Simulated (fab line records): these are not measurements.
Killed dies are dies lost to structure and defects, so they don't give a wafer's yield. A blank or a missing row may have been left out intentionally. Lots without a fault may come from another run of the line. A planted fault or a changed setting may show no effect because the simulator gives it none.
Comparing a struck lot with a sound one | flow n5Finfet | 30 out of 1938 route steps
Sound: wafers L106.2, L106.3, L106.6. Struck: wafer L117.1 (left out: L117.2, L117.6 of the same lot, which were not struck); the cause appears at the end.
At each step with rows: each side's tool, then ch and its chambers, then its first start. Under that, the readings that differ: sound wafers | struck wafers | difference of the means | sigmas: that difference in standard deviations of wafers without a fault.
alike: a reading whose means differ by less than 2 such deviations, as well as words and numbers matching on both sides. not compared: withheld readings; readings where some wafer has no value; bounds like >300 that might hide an equal value; numbers whose values overlap and for which the record gives no deviation.
The two part at a step that has a row with sigmas, a row that says differs or no value, or rows on one side only. When numbers do not overlap yet have no deviation, they are printed without sigmas and do not part them. Lack of a reading on every wafer of one side parts them only where that side has two or more wafers.

first, 3 steps without rows for these wafers: N5_BEOL_M10_ALD_74 (deposits TaN, target thk 2 nm, pulse time 2 s, purge time 3 s); N5_BEOL_M10_SURFACE_TREAT_76; N5_BEOL_M10_CVD_75 (deposits Co from CCTBA/H2, target thk 2 nm, time 138.9 s).
N5_BEOL_M10_SPUTTER_48: material Cu, target thk 12 nm, time 2 s.
  struck on pvdSputter-01, day 14 04:46; sound on pvdSputter-01, day 11 15:32
  alike: throttleValvePct
then, 3 steps without rows for these wafers: N5_BEOL_M10_ECD_50 (material Cu, target thk 318 nm); N5_BEOL_M10_ANNEAL_51 (time 90 s); N5_BEOL_M10_CMP_52 (polishes, stops on SiCOH lowk, t overpolish 7 s, target thk 140 nm).
N5_BEOL_M10_THK_MEAS_53: measures by xrf.
  struck on filmMetro-01, day 14 06:22; sound on filmMetro-01, day 11 16:54
  alike: M10_THK
then, 1 step without rows for these wafers: N5_BEOL_M10_PRE_CLEAN_55 (time 15 s).
N5_BEOL_M10_DEP_56: deposits SiCN from 3MS/NH3, target thk 15 nm, time 26.5 s.
  sound on pecvd-01 ch 0,1,2, day 11 16:58; struck on pecvd-02 ch 2, day 14 06:26
  alike: showerheadPlenumPTorr, throttleValvePct
N5_BEOL_M10_RS_MEAS_57: a four-point-probe measurement.
  struck on filmMetro-02, day 14 06:31; sound on filmMetro-02, day 11 17:02
  alike: M10_RS
N5_BEOL_M10_INSPECT_58: inspects for defects (darkfield).
  struck on defectInspect-02, day 14 06:32; sound on defectInspect-02, day 11 17:04
  alike: rawDefectCount
N5_BEOL_M11_ILD_DEP_00: deposits SiCOH lowk from DEMS/porogen, target thk 308.51 nm, time 58 s.
  sound on pecvd-02 ch 1,2, day 11 17:06; struck on pecvd-01 ch 2, day 14 06:34
  alike: heaterPowerW, showerheadPlenumPTorr, throttleValvePct
N5_BEOL_M11_CURE_71: cures SiCOH lowk, time 240 s.
  sound on uvCure-01 ch 0, day 11 17:16; struck on uvCure-02 ch 1, day 14 06:39
reading          | sound             | struck | difference | sigmas
wafer_temp_C_max | 387.7 387.3 387.6 | 386.0  | -1.5       | -3
  alike: lampPowerPct
N5_BEOL_M11_THK_MEAS_01:
  struck on filmMetro-01, day 14 07:10; sound on filmMetro-02, day 11 17:41
  alike: M11_ILD_THK
N5_BEOL_M11_PECVD_70: deposits SiO2 from TEOS/O2, target thk 20 nm, time 22.7 s.
  sound on pecvd-01 ch 0,1, day 11 17:44; struck on pecvd-02 ch 2, day 14 07:12
reading                      | sound          | struck | difference | sigmas
showerheadPlenumPTorr (Torr) | 8.77 8.75 8.77 | 8.85   | +0.09      | +2
  alike: heaterPowerW, throttleValvePct
N5_BEOL_M11_HM_DEP_02: deposits TiN, target thk 20 nm.
  struck on pvdSputter-02, day 14 08:27; sound on pvdSputter-02, day 11 18:43
  alike: throttleValvePct
then, 8 steps without rows for these wafers: N5_BEOL_M11_COAT_59 (time 60 s, resist thk 100 nm); N5_BEOL_M11_COAT_60 (time 60 s, resist thk 30 nm); N5_BEOL_M11_COAT_05 (resist thk 90 nm); N5_BEOL_M11_EBR_07; N5_BEOL_M11_SOFTBAKE_06 (time 60 s); N5_BEOL_M11_EXPOSE_08 (exposes mask M11); N5_BEOL_M11_PEB_09 (peb time 60 s); N5_BEOL_M11_DEVELOP_10 (develop time 30 s).
N5_BEOL_M11_CD_MEAS_11: target cd 64.1 nm.
  sound on cdSem-03 ch 0, day 11 19:13; struck on cdSem-03 ch 0, day 14 08:57
  alike: cdNm
N5_BEOL_M11_OVL_MEAS_12:
  sound on overlay-02 ch 0, day 11 19:15; struck on overlay-02 ch 0, day 14 08:59
  alike: M11_OVL
N5_BEOL_M11_INSPECT_13: inspects for defects (brightfield).
  struck on defectInspect-01, day 14 09:00; sound on defectInspect-02, day 11 19:16
reading        | sound       | struck | difference | sigmas
rawDefectCount | 431 404 297 | 688    | +311       | +4
then, 1 step without rows for these wafers: N5_BEOL_M11_DESCUM_16 (chemistry O2, time 7.9 s).
N5_PASSIVATION_PROBE_49:
  rows exist in the record for the struck wafers here (prober-02, day 16 07:19), but not for the sound ones

WHERE THEY PART
Earliest at N5_BEOL_M11_CURE_71; latest, in this record, at N5_PASSIVATION_PROBE_49.

WHY: whatever the simulator had introduced
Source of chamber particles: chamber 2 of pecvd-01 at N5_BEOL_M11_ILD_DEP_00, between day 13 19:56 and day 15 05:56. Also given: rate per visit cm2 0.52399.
